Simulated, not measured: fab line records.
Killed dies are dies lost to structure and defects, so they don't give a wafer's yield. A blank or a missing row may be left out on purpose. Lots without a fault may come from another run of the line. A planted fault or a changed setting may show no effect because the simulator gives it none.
Matching of chambers || flow nand harc || NHARC_P_ZERO_WELL_ETCH_65 on rie diel-08: 4 sister chambers
The step etches the open film in N2/H2, target depth 80 nm, overetch 24 nm, time 87.88 s. 18 wafers are shown with their chamber, then 9 later ones without.

WAFERS WITH THEIR CHAMBER
{"wafer": "L078.2", "chamber": 3, "showerhead plenum p Torr (Torr)": 1.93, "drypump motor current A (A)": 6.2, "oes product au (a.u.)": 1.016}
{"wafer": "L078.4", "chamber": 1, "showerhead plenum p Torr (Torr)": 2.09, "drypump motor current A (A)": 6.2, "oes product au (a.u.)": 0.998}
{"wafer": "L078.6", "chamber": 1, "showerhead plenum p Torr (Torr)": 2.09, "drypump motor current A (A)": 6.2, "oes product au (a.u.)": 1.004}
{"wafer": "L080.1", "chamber": 3, "showerhead plenum p Torr (Torr)": 1.93, "drypump motor current A (A)": 6.2, "oes product au (a.u.)": 1.025}
{"wafer": "L080.4", "chamber": 0, "showerhead plenum p Torr (Torr)": 1.92, "drypump motor current A (A)": 4.9, "oes product au (a.u.)": 0.994}
{"wafer": "L080.5", "chamber": 1, "showerhead plenum p Torr (Torr)": 2.09, "drypump motor current A (A)": 6.2, "oes product au (a.u.)": 1.013}
{"wafer": "L082.1", "chamber": 2, "showerhead plenum p Torr (Torr)": 2.00, "drypump motor current A (A)": 5.4, "oes product au (a.u.)": 0.970}
{"wafer": "L082.4", "chamber": 3, "showerhead plenum p Torr (Torr)": 1.93, "drypump motor current A (A)": 6.2, "oes product au (a.u.)": 1.018}
{"wafer": "L082.5", "chamber": 1, "showerhead plenum p Torr (Torr)": 2.08, "drypump motor current A (A)": 6.2, "oes product au (a.u.)": 0.985}
{"wafer": "L083.1", "chamber": 1, "showerhead plenum p Torr (Torr)": 2.08, "drypump motor current A (A)": 6.2, "oes product au (a.u.)": 0.992}
{"wafer": "L083.3", "chamber": 3, "showerhead plenum p Torr (Torr)": 1.93, "drypump motor current A (A)": 6.2, "oes product au (a.u.)": 1.023}
{"wafer": "L083.5", "chamber": 2, "showerhead plenum p Torr (Torr)": 2.00, "drypump motor current A (A)": 5.5, "oes product au (a.u.)": 0.981}
{"wafer": "L084.1", "chamber": 0, "showerhead plenum p Torr (Torr)": 1.91, "drypump motor current A (A)": 4.9, "oes product au (a.u.)": 1.005}
{"wafer": "L084.3", "chamber": 1, "showerhead plenum p Torr (Torr)": 2.08, "drypump motor current A (A)": 6.2, "oes product au (a.u.)": 0.987}
{"wafer": "L084.5", "chamber": 3, "showerhead plenum p Torr (Torr)": 1.93, "drypump motor current A (A)": 6.2, "oes product au (a.u.)": 1.007}
{"wafer": "L087.1", "chamber": 1, "showerhead plenum p Torr (Torr)": 2.08, "drypump motor current A (A)": 6.2, "oes product au (a.u.)": 0.995}
{"wafer": "L087.2", "chamber": 0, "showerhead plenum p Torr (Torr)": 1.91, "drypump motor current A (A)": 5.0, "oes product au (a.u.)": 1.000}
{"wafer": "L087.6", "chamber": 0, "showerhead plenum p Torr (Torr)": 1.91, "drypump motor current A (A)": 4.9, "oes product au (a.u.)": 0.994}

SIGNATURES, as means of the wafers listed above
{"reading": "showerhead plenum p Torr", "chamber 0": 1.9125, "chamber 1": 2.0843, "chamber 2": 2.0000, "chamber 3": 1.9300, "scatter within a chamber": 0.0042}
{"reading": "drypump motor current A", "chamber 0": 4.925, "chamber 1": 6.200, "chamber 2": 5.450, "chamber 3": 6.200, "scatter within a chamber": 0.0299}
{"reading": "oes product au", "chamber 0": 0.99825, "chamber 1": 0.99629, "chamber 2": 0.97550, "chamber 3": 1.01780, "scatter within a chamber": 0.0081}
Rule: a wafer lies at a distance from a chamber equal to the root of the sum of squares, over the readings, of (its reading less the chamber's mean, divided by the reading's scatter). If the next closest chamber is less than 2 further off than the closest, the wafer can't be placed; otherwise it belongs to the closest. The scatter: take each reading less its chamber's mean, square it, sum over the shown wafers, divide by the number of wafers less the number of chambers, and take the root.

WAFERS WHOSE CHAMBER IS MISSING
{"wafer": "L090.1", "showerhead plenum p Torr (Torr)": 1.99, "drypump motor current A (A)": 5.4, "oes product au (a.u.)": 0.966}
{"wafer": "L090.2", "showerhead plenum p Torr (Torr)": 1.91, "drypump motor current A (A)": 4.9, "oes product au (a.u.)": 0.997}
{"wafer": "L090.4", "showerhead plenum p Torr (Torr)": 1.92, "drypump motor current A (A)": 6.2, "oes product au (a.u.)": 1.003}
{"wafer": "L096.1", "showerhead plenum p Torr (Torr)": 1.99, "drypump motor current A (A)": 5.4, "oes product au (a.u.)": 1.006}
{"wafer": "L096.4", "showerhead plenum p Torr (Torr)": 1.90, "drypump motor current A (A)": 4.9, "oes product au (a.u.)": 1.006}
{"wafer": "L096.6", "showerhead plenum p Torr (Torr)": 1.92, "drypump motor current A (A)": 6.2, "oes product au (a.u.)": 0.995}
{"wafer": "L097.1", "showerhead plenum p Torr (Torr)": 1.90, "drypump motor current A (A)": 5.0, "oes product au (a.u.)": 1.015}
{"wafer": "L097.3", "showerhead plenum p Torr (Torr)": 1.99, "drypump motor current A (A)": 5.4, "oes product au (a.u.)": 1.001}
{"wafer": "L097.4", "showerhead plenum p Torr (Torr)": 1.92, "drypump motor current A (A)": 6.2, "oes product au (a.u.)": 1.015}

EACH ONE'S CHAMBER
{"wafer": "L090.1", "from the rows above": 2, "in truth": 2}
{"wafer": "L090.2", "from the rows above": 0, "in truth": 0}
{"wafer": "L090.4", "from the rows above": 3, "in truth": 3}
{"wafer": "L096.1", "from the rows above": 2, "in truth": 2}
{"wafer": "L096.4", "from the rows above": 0, "in truth": 0}
{"wafer": "L096.6", "from the rows above": 3, "in truth": 3}
{"wafer": "L097.1", "from the rows above": 0, "in truth": 0}
{"wafer": "L097.3", "from the rows above": 2, "in truth": 2}
{"wafer": "L097.4", "from the rows above": 3, "in truth": 3}
Correctly placed: 9 of 9. From these rows, 0 cannot be placed. Number placed wrongly: 0.
